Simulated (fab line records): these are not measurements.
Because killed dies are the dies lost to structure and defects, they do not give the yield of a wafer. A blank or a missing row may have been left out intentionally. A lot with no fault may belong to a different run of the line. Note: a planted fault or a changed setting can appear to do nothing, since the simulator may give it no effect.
Matching of chambers / flow n5 finfet / 4 sister chambers for N5_SD_EPI_N_ETCH_35 on rie diel-04
The step etches SOC in N2/H2, overetch 108 nm, time 486 s. 8 wafers are shown with their chamber, then 11 later ones without.

== EACH WAFER AND ITS CHAMBER ==
wafer=L082.2; chamber=0; showerhead plenum p Torr (Torr)=2.65; throttle valve pct (%)=23.76
wafer=L084.2; chamber=1; showerhead plenum p Torr (Torr)=2.61; throttle valve pct (%)=24.35
wafer=L084.3; chamber=3; showerhead plenum p Torr (Torr)=2.45; throttle valve pct (%)=24.30
wafer=L084.5; chamber=2; showerhead plenum p Torr (Torr)=2.49; throttle valve pct (%)=23.85
wafer=L087.1; chamber=3; showerhead plenum p Torr (Torr)=2.45; throttle valve pct (%)=24.30
wafer=L087.3; chamber=2; showerhead plenum p Torr (Torr)=2.49; throttle valve pct (%)=23.85
wafer=L087.6; chamber=1; showerhead plenum p Torr (Torr)=2.61; throttle valve pct (%)=24.36
wafer=L088.1; chamber=0; showerhead plenum p Torr (Torr)=2.64; throttle valve pct (%)=23.78

== WAFERS MISSING THEIR CHAMBER ==
wafer=L088.3; showerhead plenum p Torr (Torr)=2.45; throttle valve pct (%)=24.29
wafer=L088.5; showerhead plenum p Torr (Torr)=2.49; throttle valve pct (%)=23.86
wafer=L089.4; showerhead plenum p Torr (Torr)=2.60; throttle valve pct (%)=24.37
wafer=L089.5; showerhead plenum p Torr (Torr)=2.49; throttle valve pct (%)=23.88
wafer=L089.6; showerhead plenum p Torr (Torr)=2.45; throttle valve pct (%)=24.29
wafer=L095.1; showerhead plenum p Torr (Torr)=2.60; throttle valve pct (%)=24.39
wafer=L095.3; showerhead plenum p Torr (Torr)=2.44; throttle valve pct (%)=24.32
wafer=L095.4; showerhead plenum p Torr (Torr)=2.63; throttle valve pct (%)=23.79
wafer=L097.2; showerhead plenum p Torr (Torr)=2.63; throttle valve pct (%)=23.80
wafer=L097.5; showerhead plenum p Torr (Torr)=2.48; throttle valve pct (%)=23.64
wafer=L097.6; showerhead plenum p Torr (Torr)=2.44; throttle valve pct (%)=24.33

== EACH ONE'S CHAMBER ==
wafer=L088.3; from the rows above=3; in truth=3
wafer=L088.5; from the rows above=2; in truth=2
wafer=L089.4; from the rows above=1; in truth=1
wafer=L089.5; from the rows above=2; in truth=2
wafer=L089.6; from the rows above=3; in truth=3
wafer=L095.1; from the rows above=1; in truth=1
wafer=L095.3; from the rows above=3; in truth=3
wafer=L095.4; from the rows above=0; in truth=0
wafer=L097.2; from the rows above=0; in truth=0
wafer=L097.5; from the rows above=2; in truth=2
wafer=L097.6; from the rows above=3; in truth=3
11 of 11 placed correctly. Left unplaced by these rows: 0. Placed wrongly: 0.
How it was worked out, from the rows above alone: a wafer's distance from a chamber is the root of the sum, over the readings, of the square of ((its reading less the chamber's mean) divided by the reading's scatter). The wafer belongs to the nearest chamber; if the next one is less than 2 further off, it can't be placed. Each chamber's mean is taken over the wafers shown for it. The scatter: the root of (the sum of the squares of (reading less its chamber's mean) over the shown wafers, divided by (wafers less chambers)).
